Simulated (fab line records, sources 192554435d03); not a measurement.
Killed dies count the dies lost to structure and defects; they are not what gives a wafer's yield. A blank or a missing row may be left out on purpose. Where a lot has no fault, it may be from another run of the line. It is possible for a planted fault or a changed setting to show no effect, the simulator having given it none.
A struck lot beside a sound one / flow n5_finfet / 27 out of 1938 route steps
Sound: the wafers L601.4, L601.5, L601.6. Struck: wafers L599.1, L599.4, L599.6. The cause is given at the end.
Order at every step that has rows: each side's tool, ch and its chambers, its first start. Under that, the readings that differ: sound wafers / struck wafers / difference of the means / sigmas: that difference in standard deviations of wafers without a fault.
alike: same words and numbers on both sides, and readings whose means sit less than 2 such deviations apart. not compared: any withheld reading, any reading some wafer has no value for, any bound like >300 that may hide the same value, and any number with overlapping values for which the record gives no deviation.
The two part at a step that has a row with sigmas, a row that says differs or no value, or rows on one side only. Numbers that have no deviation but don't overlap get no sigmas and don't part them. A reading missing from all wafers of one side parts the sides only when that side holds two or more wafers.

first, 10 steps without rows for these wafers: N5_FIN_SAQP_PRECLEAN_00 (cleans in SC1, time 60 s); N5_FIN_SAQP_PRECLEAN_44 (cleans in SC2, time 45 s); N5_FIN_SAQP_SRD_01 (time 30 s); N5_FIN_SAQP_ALD_61 (deposits SiO2, target thk 4 nm, pulse time 1 s, purge time 2 s); N5_FIN_SAQP_DENSIFY_62 (time 60 s); N5_FIN_SAQP_HM_DEP_03 (deposits SiNx from SiH4/NH3/N2, target thk 38 nm, time 33.6 s); N5_FIN_SAQP_PECVD_47 (deposits a-Si from SiH4/He, target thk 45 nm, time 36.3 s); N5_FIN_SAQP_PECVD_48 (deposits SiNx from SiH4/NH3/N2, target thk 25 nm, time 22.1 s); N5_FIN_SAQP_PECVD_06 (deposits a-Si from SiH4/He, target thk 60 nm, time 48.1 s); N5_FIN_SAQP_HM_DEP_72 (deposits SiO2 from SiH4/N2O, target thk 12 nm, time 7.2 s).
N5_FIN_SAQP_COAT_49: time 60 s, resist thk 100 nm.
  sound on litho_track-04 ch 0, day 6 10:55; struck on litho_track-05 ch 0, day 5 21:17
reading=spin_speed_rpm (rpm); sound=1499.0 1499.6 1499.6; struck=1544.7 1545.2 1545.2; difference=+45.6; sigmas=+46
reading=model.SOC_of_FIN_SAQP_COAT_49.thk_nm (nm); sound=100.8 100.3 100.4; struck=98.8 98.88 98.78; difference=-1.7; sigmas=
then, 9 steps without rows for these wafers: N5_FIN_SAQP_COAT_50 (time 60 s, resist thk 35 nm); N5_FIN_SAQP_COAT_10 (resist thk 90 nm); N5_FIN_SAQP_EBR_12; N5_FIN_SAQP_SOFTBAKE_11 (time 60 s); N5_FIN_SAQP_EXPOSE_13 (exposes mask FIN CORE, target cd 35.6 nm); N5_FIN_SAQP_PEB_14 (peb time 60 s); N5_FIN_SAQP_DEVELOP_15 (develop time 30 s); N5_FIN_SAQP_DESCUM_21 (chemistry O2, time 7.9 s); N5_FIN_SAQP_ETCH_51 (etches SiARC in CF4, target depth 45.5 nm, time 75.8 s).
N5_FIN_SAQP_ETCH_52: etches SOC in N2/H2, target depth 100 nm, overetch 20 nm, time 150 s.
  sound on rie_diel-06 ch 0,1, day 6 11:20; struck on rie_diel-06 ch 0,3, day 5 21:50
reading=drypump_motor_current_A (A); sound=5.5 5.3 5.5; struck=5.5 6.5 6.5; difference=+0.7; sigmas=+2
reading=model.etch.depth_nm (nm); sound=100.8 100.3 100.4; struck=98.8 98.88 98.78; difference=-1.7; sigmas=
  alike: chamber_pressure_mTorr, oes_product_au, rf_vpp_V, showerhead_plenum_p_Torr, throttle_valve_pct
  not compared: rf_hours_counter_h
then, 3 steps without rows for these wafers: N5_FIN_SAQP_STRIP_53 (strips in N2/H2); N5_FIN_SAQP_HM_OPEN_73 (chemistry CHF3/O2, target SiO2, stops on a-Si, target depth 12 nm, time 16.8 s); N5_FIN_SAQP_STRIP_74 (strips in CHF3/O2).
N5_FIN_SAQP_MANDREL_ETCH_22: etches a-Si in HBr/Cl2, stops on SiNx, target depth 60 nm, bt time 10 s, time 30 s.
  sound on rie_si-02 ch 0,1, day 6 11:32; struck on rie_si-05 ch 0,1,3, day 5 22:02
reading=model.SOC_of_FIN_SAQP_COAT_49.thk_nm (nm); sound=76.72 76.15 76.35; struck=74.76 74.59 74.71; difference=-1.72; sigmas=
  alike: chamber_pressure_mTorr, drypump_motor_current_A, oes_product_au, throttle_valve_pct
  not compared: rf_hours_counter_h
then, 1 step without rows for these wafers: N5_FIN_SAQP_STRIP_55 (strips in N2/H2).
-- here the record skips 6 days between the struck wafers' starts before and after, leaving off in module FIN_SAQP and picking up in module BEOL_M4 (first step shown: number 1111 of the route) --
N5_BEOL_M4_RC_MEAS_101:
  sound on prober-01 ch 0, day 11 22:43; struck on prober-02 ch 0, day 11 21:03
  alike: DIBL_N, DIBL_P, IOFF_N, IOFF_P, ION_N, ION_P, SS_N, SS_P, VT_N, VT_P

== WHERE THEY PART ==
Last at N5_FIN_SAQP_ETCH_52 as far as this record goes, first at N5_FIN_SAQP_COAT_49. Later steps at which nothing parts them and some readings are alike: N5_FIN_SAQP_MANDREL_ETCH_22, N5_BEOL_M4_RC_MEAS_101.

WHY: what the simulator had put in
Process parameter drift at N5_FIN_SAQP_COAT_49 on litho_track-05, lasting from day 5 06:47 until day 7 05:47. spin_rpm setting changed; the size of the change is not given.
